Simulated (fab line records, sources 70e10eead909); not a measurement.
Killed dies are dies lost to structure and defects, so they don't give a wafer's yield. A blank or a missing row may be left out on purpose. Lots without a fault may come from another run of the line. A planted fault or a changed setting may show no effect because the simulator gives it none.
A struck lot beside a sound one | flow nand_harc | 37 steps out of a route of 1159
Sound: wafers L794.1, L794.2, L794.4. Struck: wafers L784.1, L784.2, L784.6. The cause comes at the end.
At each step with rows: each side's tool, then ch and its chambers, then its first start. Under that, the readings that differ: sound wafers | struck wafers | difference of the means | sigmas: that difference in standard deviations of wafers without a fault.
alike: readings whose means differ by less than 2 such deviations, and words and numbers that are the same on both sides. not compared: withheld readings, readings that some wafer has no value for, bounds like >300 that may hide the same value, and numbers for which the record gives no deviation and whose values overlap.
The two part at a step that has a row with sigmas, a row that says differs or no value, or rows on one side only. Numbers that don't overlap but have no deviation are shown without sigmas and don't part them. A reading that every wafer of one side lacks parts them only if that side has two wafers or more.

first, 2 steps without rows for these wafers: NHARC_A_SLIT_ETCH_26 (etches the open film in C4F8/O2/Ar, time 90 s, target depth 400 nm); NHARC_A_SLIT_STRIP_28 (strips in O2/COS).
NHARC_A_SLIT_ETCH_29: etches the open film in CF4/O2, target depth 100 nm, overetch 10 nm, time 55 s.
  sound on rie_diel-10 ch 1,2,3, day 18 22:04; struck on rie_diel-01 ch 0,1,3, day 16 03:17
  alike: drypump_motor_current_A, oes_ar_750_au, oes_product_au, rf_vpp_V, showerhead_plenum_p_Torr, throttle_valve_pct
  not compared: rf_hours_counter_h
then, 3 steps without rows for these wafers: NHARC_A_SLIT_STRIP_18 (strips in O2); NHARC_A_SLIT_PRECLEAN_19 (cleans in SC1); NHARC_A_SLIT_SRD_20.
NHARC_A_SLIT_CD_MEAS_21:
  sound on cd_sem-03, day 18 22:36; struck on cd_sem-02, day 16 03:49
  alike: cd_nm
then, 3 steps without rows for these wafers: NHARC_A_SIN_REMOVE_WET_00 (chemistry H3PO4, time 15300 s); NHARC_A_SIN_REMOVE_PRECLEAN_01 (cleans in SC1); NHARC_A_SIN_REMOVE_SRD_02.
NHARC_A_SIN_REMOVE_INSPECT_04:
  sound on defect_inspect-02, day 19 05:24; struck on defect_inspect-01, day 16 11:29
  alike: raw_defect_count
NHARC_A_WL_FILL_ALD_00: deposits Al2O3, target thk 3 nm, pulse time 3 s, ald cycles 30.
  sound on ald_hk-03 ch 0,1,3, day 19 05:28; struck on ald_hk-03 ch 0,2, day 16 11:32
  alike: heater_power_w, precursor_pulse_height_rel
then, 1 step without rows for these wafers: NHARC_A_WL_FILL_RTA_01 (time 5 s).
NHARC_A_WL_FILL_ALD_02: deposits TiN, target thk 2 nm, pulse time 3 s, ald cycles 100.
  sound on ald_metal-03 ch 0,2,3, day 19 05:56; struck on ald_metal-01 ch 0,2, day 16 12:04
  alike: heater_power_w, precursor_pulse_height_rel
then, 9 steps without rows for these wafers: NHARC_A_WL_FILL_CVD_03 (deposits W, target thk 40 nm, time 3302 s); NHARC_A_WL_FILL_ETCHBACK_04 (etches the open film in NF3, target depth 60 nm, time 120 s); NHARC_A_WL_FILL_ETCHBACK_05 (etches the open film in Cl2/BCl3, target depth 22 nm, time 60 s); NHARC_A_WL_FILL_STRIP_27 (strips in N2/H2, time 20 s); NHARC_A_WL_FILL_STRIP_28 (strips in post etch residue remover, time 1200 s); NHARC_A_WL_FILL_PRECLEAN_06 (cleans in DIW, time 300 s); NHARC_A_WL_FILL_SRD_07; NHARC_A_WL_FILL_ANNEAL_08 (time 1800 s); NHARC_A_WL_FILL_ALD_10 (deposits SiO2, target thk 50 nm, pulse time 10 s, ald cycles 500).
NHARC_A_WL_FILL_ETCHBACK_16: etches the open film in C4F8/O2/Ar, target depth 88 nm, time 17.6 s.
  sound on rie_diel-08 ch 1,2,3; struck on rie_diel-08 ch 1,3
  alike: oes_product_au, rf_vpp_V
  not compared: rf_hours_counter_h
NHARC_A_WL_FILL_STRIP_29: strips in O2, time 20 s.
  sound on rie_diel-08 ch 1,2,3, day 19 23:07; struck on rie_diel-08 ch 1,2,3, day 17 06:55
  alike: drypump_motor_current_A, oes_product_au, rf_vpp_V, showerhead_plenum_p_Torr, throttle_valve_pct
  not compared: rf_hours_counter_h
then, 7 steps without rows for these wafers: NHARC_A_WL_FILL_ETCHBACK_17 (etches the open film in Cl2/BCl3, target depth 4 nm, time 26.7 s); NHARC_A_WL_FILL_PRECLEAN_18 (cleans in dHF, time 30 s); NHARC_A_WL_FILL_SRD_21; NHARC_A_WL_FILL_CVD_23 (deposits poly-Si, target thk 40 nm, time 800 s); NHARC_A_WL_FILL_ETCHBACK_26 (etches the open film in HBr, target depth 52 nm, time 13.3 s); NHARC_A_WL_FILL_PRECLEAN_30 (cleans in dHF, time 10 s); NHARC_A_WL_FILL_SRD_14.
NHARC_A_WL_FILL_ALD_19: deposits TiN, target thk 2 nm, pulse time 3 s, ald cycles 100.
  sound on ald_metal-03 ch 1,2,3, day 20 04:52; struck on ald_metal-01 ch 1,2,3, day 17 12:32
  alike: heater_power_w, precursor_pulse_height_rel
then, 3 steps without rows for these wafers: NHARC_A_WL_FILL_CVD_20 (deposits W, target thk 75 nm, time 5064 s); NHARC_A_WL_FILL_CMP_12 (polishes, t overpolish 30 s, target thk 75 nm); NHARC_A_WL_FILL_SRD_31.
-- the record jumps here: 4 days lie between the struck wafers' starts before and after (it left off in module A_WL_FILL and takes up again in module END, whose first step shown is number 1159 of the route) --
NHARC_END_SORT_01:
  sound on prober-01 ch 0, day 23 20:26; struck on prober-01 ch 0, day 21 06:39
  reading             | sound    | struck     | difference | sigmas
  killed_at_array     | 53 43 45 | 110 65 114 | +49        | +4
  killed_at_periphery | 8 3 10   | 1 4 3      | -4         | -2
  killed_dies         | 61 47 55 | 112 71 119 | +46        | +4
  alike: killed_at_other, killed_open, killed_short

WHERE THEY PART
Only at NHARC_END_SORT_01, within this record.

WHY: what the simulator had put in
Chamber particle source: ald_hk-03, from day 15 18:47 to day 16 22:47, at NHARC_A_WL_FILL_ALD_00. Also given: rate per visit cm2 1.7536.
